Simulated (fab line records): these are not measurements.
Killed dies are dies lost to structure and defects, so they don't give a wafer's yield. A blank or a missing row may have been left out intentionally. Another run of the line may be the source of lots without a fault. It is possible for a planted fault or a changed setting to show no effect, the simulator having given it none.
Which tool is to blame? ; flow n5 finfet ; Sampling: 10 lots, 28 wafers, 5 of 1938 route steps

## WHAT EACH GAUGE READ, for each wafer
N5_BEOL_M4_RC_MEAS_101.
lot;measured;on;DIBL_N (mV/V);DIBL_P (mV/V);IOFF_N (nA/um);IOFF_P (nA/um);ION_N (uA/um);ION_P (uA/um);SS_N (mV/dec);SS_P (mV/dec);VT_N (mV);VT_P (mV)
L990;day 8 04:01;prober-02;37.7 35.8 35.6;37.6 35.2 36.1;0.168 0.146 0.145;0.25 0.20 0.22;681 669 672;470 463 472;71.9 71.5 71.4;73.4 73.2 72.5;250 250 251;-247 -248 -248
L997;day 9 17:10;prober-02;37.0 37.5 35.0;36.6 37.7 33.7;0.143 0.146 0.112;0.19 0.19 0.14;670 665 661;459 453 450;71.6 71.9 71.4;73.8 74.1 72.9;252 254 256;-255 -255 -259
L996;day 10 03:01;prober-02;36.8 37.5;38.6 38.5;0.155 0.170;0.19 0.20;678 676;459 463;71.0 70.9;73.4 73.9;252 251;-252 -254
L999;day 10 14:59;prober-01;35.9 36.2 35.8;35.9 36.9 36.0;0.158 0.169 0.161;0.21 0.23 0.21;673 684 685;464 469 466;71.3 71.0 70.9;72.6 73.7 73.8;248 248 248;-245 -248 -251
L102;day 10 20:46;prober-01;37.1 34.2 35.5;37.8 34.8 36.5;0.177 0.128 0.145;0.23 0.18 0.20;667 677 672;458 467 459;71.3 71.8 71.3;74.7 73.7 74.1;248 252 251;-248 -250 -253
L106;day 11 23:43;prober-01;37.7 36.0 36.5;38.6 35.8 38.0;0.218 0.172 0.196;0.29 0.23 0.28;700 676 706;484 465 489;72.0 71.6 72.4;74.3 72.8 73.7;244 245 245;-243 -248 -243
L108;day 12 07:54;prober-02;35.5 34.3 34.1;37.1 37.2 36.0;0.182 0.175 0.154;0.24 0.24 0.21;682 694 675;460 471 460;71.9 71.1 71.2;73.3 72.5 72.7;247 245 250;-247 -250 -248
L109;day 12 21:50;prober-02;36.3 36.0 35.3;38.6 39.4 37.1;0.179 0.177 0.159;0.24 0.26 0.22;677 689 683;463 477 462;71.6 71.5 71.4;73.8 73.7 73.4;247 248 251;-249 -248 -249
L112;day 13 15:20;prober-01;36.0 35.9 35.4;35.4 35.9 35.1;0.146 0.154 0.144;0.22 0.23 0.21;676 678 693;467 466 468;71.5 71.8 71.3;73.1 73.0 72.4;251 246 251;-249 -248 -248
L113;day 14 09:00;prober-02;35.6 35.0;35.7 34.9;0.151 0.137;0.21 0.19;666 675;465 472;71.9 71.3;73.4 72.8;251 256;-251 -253

N5_BEOL_M11_INSPECT_13: inspects for defects (brightfield).
lot;measured;on;raw defect count
L990;day 10 14:17;defect inspect-01;400 303 521
L997;day 12 04:58;defect inspect-02;272 368 334
L996;day 12 21:47;defect inspect-02;369 450
L999;day 13 00:52;defect inspect-01;394 507 438
L102;day 13 08:32;defect inspect-02;488 693 485
L106;day 14 06:43;defect inspect-02;299 340 377
L108;day 14 16:46;defect inspect-02;337 468 409
L109;day 15 02:19;defect inspect-02;428 479 378
L112;day 16 02:01;defect inspect-01;341 307 402
L113;day 17 00:26;defect inspect-02;446 293

N5_BEOL_M11_CD_MEAS_28: the cd target is 70 nm.
lot;measured;on;cd nm (nm)
L990;day 10 15:42;cd sem-01;68.3 68.8 67.2
L997;day 12 06:24;cd sem-02;68.7 68.1 68.7
L996;day 12 23:11;cd sem-03;69.9 70.7
L999;day 13 02:09;cd sem-02;70.6 70.5 70.6
L102;day 13 10:54;cd sem-01;68.4 69.1 68.3
L106;day 14 07:34;cd sem-01;100.3 98.6 97.7
L108;day 14 17:34;cd sem-02;91.6 93.8 91.9
L109;day 15 04:33;cd sem-01;69.2 69.6 68.6
L112;day 16 04:33;cd sem-02;69.1 70.3 69.9
L113;day 17 01:33;cd sem-03;69.3 71.4

## WHICH TOOL RAN EACH LOT (tool, then ch and the chambers of the sampled wafers, then the start)
lot;N5_BEOL_M11_DESCUM_16;N5_BEOL_M11_EXPOSE_25
L990;rie diel-06 ch 1,2,3, day 10 14:19;arfi scanner-02 ch 0, day 10 15:35
L997;rie diel-06 ch 2,3, day 12 05:00;arfi scanner-03 ch 0, day 12 06:17
L996;rie diel-06 ch 2,3, day 12 21:50;arfi scanner-03 ch 0, day 12 23:04
L999;rie diel-05 ch 0,1,2, day 13 01:13;arfi scanner-02 ch 0, day 13 02:01
L102;rie diel-01 ch 0,2,3, day 13 08:40;arfi scanner-02 ch 0, day 13 10:46
L106;rie diel-05 ch 0,1,2, day 14 06:50;arfi scanner-02 ch 0, day 14 07:26
L108;rie diel-05 ch 0,3, day 14 16:48;arfi scanner-02 ch 0, day 14 17:28
L109;rie diel-05 ch 1,2, day 15 02:35;arfi scanner-01 ch 0, day 15 04:25
L112;rie diel-05 ch 0,1, day 16 02:03;arfi scanner-01 ch 0, day 16 04:25
L113;rie diel-05 ch 1,2, day 17 00:41;arfi scanner-03 ch 0, day 17 01:25
- N5_BEOL_M11_DESCUM_16: chemistry O2, time 7.9 s.
- N5_BEOL_M11_EXPOSE_25: exposes mask V10.

## WHAT THE TOOLS THEMSELVES READ (means of the sampled wafers that have a number; where no wafer has one, the mark that the record gives instead)
N5_BEOL_M11_DESCUM_16.
lot;tool;drypump motor current A (A);oes product au (a.u.);rf vpp V (V);showerhead plenum p Torr (Torr);throttle valve pct (%)
L990;rie diel-06;5.37;0.81;242.7;2.08;20.35
L997;rie diel-06;5.39;0.77;241.8;2.04;20.51
L996;rie diel-06;5.44;0.74;241.8;2.05;20.54
L999;rie diel-05;5.62;0.77;244.3;2.12;20.31
L102;rie diel-01;5.71;0.83;243.1;2.12;20.31
L106;rie diel-05;5.62;0.76;243.6;2.12;20.33
L108;rie diel-05;5.86;0.80;243.6;2.13;20.35
L109;rie diel-05;5.37;0.77;243.6;2.10;20.32
L112;rie diel-05;5.53;0.74;244.6;2.12;20.33
L113;rie diel-05;5.40;0.76;243.6;2.09;20.36

N5_BEOL_M11_EXPOSE_25.
lot;tool;exposure dose mJ cm2
L990;arfi scanner-02;85.3
L997;arfi scanner-03;85.5
L996;arfi scanner-03;85.4
L999;arfi scanner-02;85.4
L102;arfi scanner-02;85.5
L106;arfi scanner-02;112.8
L108;arfi scanner-02;107.4
L109;arfi scanner-01;85.3
L112;arfi scanner-01;85.5
L113;arfi scanner-03;87.0

## THE ANSWER, worked out from the rows above alone
Rule: the lots themselves supply what counts as usual. The widest of any qualifying gaps counts: lots, ordered by their means at a reading, are off when they make up no more than a third of the lots, leave a main group of 4 or more, and stand apart from it by 3 or more times the standard deviation of that group's means. Not used: any main group whose means are identical at the precision the tables above print for the reading. A lot without any number at a reading at which 4 lots or more have one is off too. Any other lot the step has rows for is counted as sound. First the gauges in route order, then the tools' own readings, where a lot's mean is used as printed above. The first step at which some lot is off is used, and at that step the reading that is off furthest; a lot without a number counts as furthest.
Off: L106, L108, at N5_BEOL_M11_CD_MEAS_28 (cd nm). Mean 69.4 nm and standard deviation 0.9 in the main group.
A tool fits if, at a process step before that reading, it ran every lot that is off, and no sound lot after the first of them. The gauges at N5_BEOL_M11_CD_MEAS_28 aren't tried: what is off there is off at N5_BEOL_M11_EXPOSE_25 too, on other tools, and a gauge's error can't cause that. One candidate fits, namely arfi scanner-02 at N5_BEOL_M11_EXPOSE_25. Its last sound lot is L102 (day 13 10:46), its first lot that is off L106 (day 14 07:26): a fault that began between those two fits.
On the lots that are off, the tool's own readings at N5_BEOL_M11_EXPOSE_25 differ by more than 5 times the standard deviation of the sound lots' means, which bears it out; exposure dose mJ cm2 reads 110.1 there versus 85.6 on the sound lots.

## WHAT WAS PUT IN BY THE SIMULATOR
Drift in process parameters on arfi scanner-02 at N5_BEOL_M11_EXPOSE_25, starting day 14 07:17. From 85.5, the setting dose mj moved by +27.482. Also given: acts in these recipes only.
Shown lots that were struck: L106, L108. The same result came from the rule above.
